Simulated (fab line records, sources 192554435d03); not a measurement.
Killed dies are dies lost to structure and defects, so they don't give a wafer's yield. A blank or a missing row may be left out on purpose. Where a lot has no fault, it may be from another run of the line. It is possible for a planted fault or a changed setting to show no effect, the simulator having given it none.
3 desks, one fault :: flow n5 finfet :: each desk holds nothing but its own numbers, with what lay behind them at the end

TOOL OWNER'S DESK, krf scanner-01
The tool's own readings at N5_ZERO_LAYER_EXPOSE_08 (exposes mask ZERO, defocus 0 nm, target cd 2000 nm): means of the sampled wafers that have a number, for each lot that ran on this tool. Any lot whose mean is over 4 standard deviations away from the usual mean is out of limits and marked OUT; that distance is given in the brackets.
Columns: A = exposure dose mJ cm2 at N5_ZERO_LAYER_EXPOSE_08, usual 16.201; B = focus offset nm at N5_ZERO_LAYER_EXPOSE_08, usual 0.0 nm
lot: L329
first seen here: day 1 12:37
A: 16.179
B: 0.7

lot: L332
first seen here: day 2 06:37
A: 16.204
B: 0.6

lot: L338
first seen here: day 3 18:29
A: 16.230
B: 0.1

lot: L344
first seen here: day 5 06:28
A: 16.466 (+17) OUT
B: -0.2

lot: L345
first seen here: day 5 12:28
A: 16.432 (+14) OUT
B: 0.1
Finding of this desk: L344, L345 out of limits; the first was L344 at day 5 06:28, on exposure dose mJ cm2 at N5_ZERO_LAYER_EXPOSE_08. L329, L332, L338: within limits.

THE DEFECT DESK
Per lot, the means of the sampled wafers with a number show what the inspections along the route counted. Any lot whose mean is over 4 standard deviations away from the usual mean is out of limits and marked OUT; that distance is given in the brackets.
Columns: A = raw defect count at N5_ZERO_LAYER_INSPECT_20, usual 39; B = raw defect count at N5_WELL_APT_INSPECT_38, usual 14
lot: L329
first seen here: day 1 13:31
A: 38
B: 16

lot: L330
first seen here: day 1 19:46
A: 35
B: 14

lot: L332
first seen here: day 2 07:37
A: 55
B: 10

lot: L334
first seen here: day 2 19:17
A: 36
B: 15

lot: L335
first seen here: day 3 01:28
A: 76
B: 13

lot: L338
first seen here: day 3 19:21
A: 50
B: 18

lot: L344
first seen here: day 5 07:15
A: 33
B: 15

lot: L345
first seen here: day 5 13:15
A: 29
B: 8

lot: L346
first seen here: day 5 19:25
A: 28
B: 22

lot: L348
first seen here: day 6 07:19
A: 45
B: 8

lot: L351
first seen here: day 7 01:24
A: 62
B: 14
This desk's verdict: no lot among the 11 shows anything out of limits.

THE METROLOGY DESK
Means of the sampled wafers that have a number, per lot and without regard to the tool the lot ran on: this is what the gauges read. Any lot whose mean is over 4 standard deviations away from the usual mean is out of limits and marked OUT; that distance is given in the brackets. Of its 10 readings 7 are shown: those that lie furthest out on some lot.
Columns: A = DIBL_P at N5_BEOL_M4_RC_MEAS_101, usual 36.3 mV/V; B = IOFF_N at N5_BEOL_M4_RC_MEAS_101, usual 0.16 nA/um; C = IOFF_P at N5_BEOL_M4_RC_MEAS_101, usual 0.21 nA/um; D = ION_N at N5_BEOL_M4_RC_MEAS_101, usual 678 uA/um; E = SS_P at N5_BEOL_M4_RC_MEAS_101, usual 73.3 mV/dec; F = VT_N at N5_BEOL_M4_RC_MEAS_101, usual 249 mV; G = VT_P at N5_BEOL_M4_RC_MEAS_101, usual -250.0 mV
lot: L329
first seen here: day 7 18:09
A: 35.0
B: 0.14
C: 0.23
D: 659
E: 73.2
F: 254
G: -245.4

lot: L330
first seen here: day 8 10:25
A: 36.9
B: 0.19
C: 0.25
D: 684
E: 72.7
F: 245
G: -247.7

lot: L332
first seen here: day 8 13:13
A: 32.2
B: 0.11
C: 0.17
D: 656
E: 72.3
F: 255
G: -252.9

lot: L334
first seen here: day 9 06:07
A: 37.4
B: 0.16
C: 0.21
D: 679
E: 73.2
F: 252
G: -253.0

lot: L335
first seen here: day 9 06:28
A: 37.0
B: 0.16
C: 0.21
D: 681
E: 73.4
F: 249
G: -249.2

lot: L338
first seen here: day 10 18:18
A: 35.6
B: 0.15
C: 0.22
D: 670
E: 73.7
F: 252
G: -248.2

lot: L345
first seen here: day 12 19:57
A: 34.1
B: 0.13
C: 0.16
D: 668
E: 72.3
F: 250
G: -255.4

lot: L344
first seen here: day 12 21:02
A: 38.6
B: 0.21
C: 0.25
D: 692
E: 73.7
F: 245
G: -247.7

lot: L346
first seen here: day 13 11:09
A: 35.7
B: 0.15
C: 0.20
D: 664
E: 72.5
F: 252
G: -249.8

lot: L348
first seen here: day 13 20:16
A: 35.2
B: 0.14
C: 0.20
D: 675
E: 72.5
F: 250
G: -249.8

lot: L351
first seen here: day 14 13:26
A: 39.0
B: 0.21
C: 0.27
D: 693
E: 74.2
F: 244
G: -246.3
This desk's verdict: no lot among the 11 shows anything out of limits.

ALL TOGETHER
The tool owner's desk could have raised an alarm at day 5 06:28, on L344, L345.
Nothing the defect desk looked at was out of limits.
At the metrology desk, nothing out of limits was observed.
The defect desk has L344, L345 on record, within its limits.
The metrology desk has L344, L345 on record, within its limits.
Every lot named ran N5_ZERO_LAYER_EXPOSE_08 on krf scanner-01.

WHAT THE SIMULATOR HAD INSERTED
Process parameter drift: krf scanner-01, from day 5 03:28 on, at N5_ZERO_LAYER_EXPOSE_08. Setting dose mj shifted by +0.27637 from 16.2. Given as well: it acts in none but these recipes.
Lots struck among those shown: L344, L345.
Each desk's first reading out of limits, in hours after the fault started: the tool owner's desk, 3.
